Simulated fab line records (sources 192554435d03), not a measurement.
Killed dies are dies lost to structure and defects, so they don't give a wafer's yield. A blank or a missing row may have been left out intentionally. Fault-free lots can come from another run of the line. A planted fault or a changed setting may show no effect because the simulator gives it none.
Lot-split experiment || flow n5 finfet || 7 lots, 21 wafers read, on a route of 1938 steps

## SPLIT DETAILS
At N5_BEOL_M7_EXPOSE_25 (exposes mask V6, target cd 40 nm), the setting dose mj was moved away from the recipe's 42.5 on 7 of the 21 wafers read, by -4.3% to +5.4%. For the rest of the wafers, this setting stayed at what the recipe calls for.

## FROM THE SPLIT TO THE READING: what the file shows between them, 2 steps
- N5_BEOL_M7_PEB_26: peb time 60 s
- N5_BEOL_M7_DEVELOP_27: develop time 30 s

## THE READING
cd nm at N5_BEOL_M7_CD_MEAS_28, given in nm (cd target 40 nm). Typical for fault-free wafers on this fab line: 40.00 nm, with standard deviation 0.26 nm.

{"wafer": "L079.3", "tool, chamber at the split": "euv scanner-02, 0", "dose mj as run": 42.5, "against the recipe": "recipe", "cd nm, nm": 40.08, "against lot-mates on the recipe": "-"}
{"wafer": "L079.5", "tool, chamber at the split": "euv scanner-02, 0", "dose mj as run": 44.15, "against the recipe": "+3.9%", "cd nm, nm": 40.94, "against lot-mates on the recipe": "+0.85"}
{"wafer": "L079.6", "tool, chamber at the split": "euv scanner-02, 0", "dose mj as run": 42.5, "against the recipe": "recipe", "cd nm, nm": 40.10, "against lot-mates on the recipe": "-"}
{"wafer": "L081.2", "tool, chamber at the split": "euv scanner-01, 0", "dose mj as run": 40.67, "against the recipe": "-4.3%", "cd nm, nm": 38.98, "against lot-mates on the recipe": -1.05}
{"wafer": "L081.4", "tool, chamber at the split": "euv scanner-01, 0", "dose mj as run": 40.67, "against the recipe": "-4.3%", "cd nm, nm": 38.97, "against lot-mates on the recipe": -1.06}
{"wafer": "L081.6", "tool, chamber at the split": "euv scanner-01, 0", "dose mj as run": 42.5, "against the recipe": "recipe", "cd nm, nm": 40.03, "against lot-mates on the recipe": "-"}
{"wafer": "L090.1", "tool, chamber at the split": "euv scanner-02, 0", "dose mj as run": 42.5, "against the recipe": "recipe", "cd nm, nm": 40.55, "against lot-mates on the recipe": "-"}
{"wafer": "L090.2", "tool, chamber at the split": "euv scanner-02, 0", "dose mj as run": 43.37, "against the recipe": "+2.0%", "cd nm, nm": 40.65, "against lot-mates on the recipe": "+0.10"}
{"wafer": "L090.6", "tool, chamber at the split": "euv scanner-02, 0", "dose mj as run": 43.37, "against the recipe": "+2.0%", "cd nm, nm": 40.59, "against lot-mates on the recipe": "+0.04"}
{"wafer": "L087.2", "tool, chamber at the split": "euv scanner-02, 0", "dose mj as run": 42.5, "against the recipe": "recipe", "cd nm, nm": 39.72, "against lot-mates on the recipe": "-"}
{"wafer": "L087.3", "tool, chamber at the split": "euv scanner-02, 0", "dose mj as run": 42.5, "against the recipe": "recipe", "cd nm, nm": 39.85, "against lot-mates on the recipe": "-"}
{"wafer": "L087.6", "tool, chamber at the split": "euv scanner-02, 0", "dose mj as run": 41.28, "against the recipe": "-2.9%", "cd nm, nm": 39.17, "against lot-mates on the recipe": -0.61}
{"wafer": "L091.1", "tool, chamber at the split": "euv scanner-02, 0", "dose mj as run": 42.5, "against the recipe": "recipe", "cd nm, nm": 39.87, "against lot-mates on the recipe": "-"}
{"wafer": "L091.4", "tool, chamber at the split": "euv scanner-02, 0", "dose mj as run": 42.5, "against the recipe": "recipe", "cd nm, nm": 40.11, "against lot-mates on the recipe": "-"}
{"wafer": "L091.5", "tool, chamber at the split": "euv scanner-02, 0", "dose mj as run": 42.5, "against the recipe": "recipe", "cd nm, nm": 39.94, "against lot-mates on the recipe": "-"}
{"wafer": "L097.3", "tool, chamber at the split": "euv scanner-02, 0", "dose mj as run": 42.5, "against the recipe": "recipe", "cd nm, nm": 40.24, "against lot-mates on the recipe": "-"}
{"wafer": "L097.4", "tool, chamber at the split": "euv scanner-02, 0", "dose mj as run": 42.5, "against the recipe": "recipe", "cd nm, nm": 39.89, "against lot-mates on the recipe": "-"}
{"wafer": "L097.5", "tool, chamber at the split": "euv scanner-02, 0", "dose mj as run": 42.5, "against the recipe": "recipe", "cd nm, nm": 40.36, "against lot-mates on the recipe": "-"}
{"wafer": "L096.3", "tool, chamber at the split": "euv scanner-02, 0", "dose mj as run": 42.5, "against the recipe": "recipe", "cd nm, nm": 39.98, "against lot-mates on the recipe": "-"}
{"wafer": "L096.5", "tool, chamber at the split": "euv scanner-02, 0", "dose mj as run": 44.81, "against the recipe": "+5.4%", "cd nm, nm": 41.04, "against lot-mates on the recipe": "+1.12"}
{"wafer": "L096.6", "tool, chamber at the split": "euv scanner-02, 0", "dose mj as run": 42.5, "against the recipe": "recipe", "cd nm, nm": 39.86, "against lot-mates on the recipe": "-"}

FIT RESULTS
A straight line over all 21 wafers: cd nm changes by +0.234 nm for each +1% of dose mj; r = +0.93; the points scatter about the line by 0.2 nm.
The same after taking each lot's own level away (the mean of its wafers on the recipe; 21 wafers): +0.21 nm for each +1%; r = +0.95; scatter 0.15 nm.
On that fit, the largest move of dose mj shifts the reading by 1.1 nm.
Across the lots, their own levels run from 39.785 to 40.550 nm, a range of 2.9 times the standard deviation given above.
So the lot-to-lot level changes the slope: the two fits differ.
Check: with one of the wafers moved furthest among these (+5.4%) left out of the fit, the line predicts +1.08 nm for it against its lot-mates. Against them it came out at +1.12 nm.

## THE OTHER SPLITS THESE WAFERS WENT THROUGH
Note: prior to the reading, these wafers also went through further splits. Each is held against what the fit with the lots' levels taken away leaves over:
{"other split on the same wafers": "N5_BEOL_M5_COAT_71 spin rpm", "wafers away from the commonest value": 9, "r with cd nm (lot level and that fit taken away)": "+0.19"}

## THE WHOLE CHAIN: every reading that the file lists as answering this split, in the file's order
{"step": "N5_BEOL_M7_CD_MEAS_28", "what it does": "target cd 40 nm", "reading": "cd nm", "change (the file's fit)": "+0.21 nm for each +1% of the setting", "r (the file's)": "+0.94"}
{"step": "N5_BEOL_M7_DESCUM_33", "what it does": "chemistry O2, time 7 s", "reading": "BEOL_M7.cd nm (the simulator's own value, which no gauge read)", "change (the file's fit)": "+0.201 nm for each +1% of the setting", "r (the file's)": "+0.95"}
{"step": "N5_BEOL_M7_ETCH_72", "what it does": "etches underlayer in N2/H2, target depth 6.5 nm, time 5.2 s", "reading": "BEOL_M7.cd nm (the simulator's own value, which no gauge read)", "change (the file's fit)": "+0.218 nm for each +1% of the setting", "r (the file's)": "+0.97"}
{"step": "N5_BEOL_M7_ETCH_66", "what it does": "etches SOC in N2/H2, target depth 80 nm, overetch 16 nm, time 120 s", "reading": "BEOL_M7.cd nm (the simulator's own value, which no gauge read)", "change (the file's fit)": "+0.237 nm for each +1% of the setting", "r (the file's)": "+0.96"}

## THE FILE'S OWN FIT
cd nm changes by +0.21 nm for each +1% of dose mj, r = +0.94.
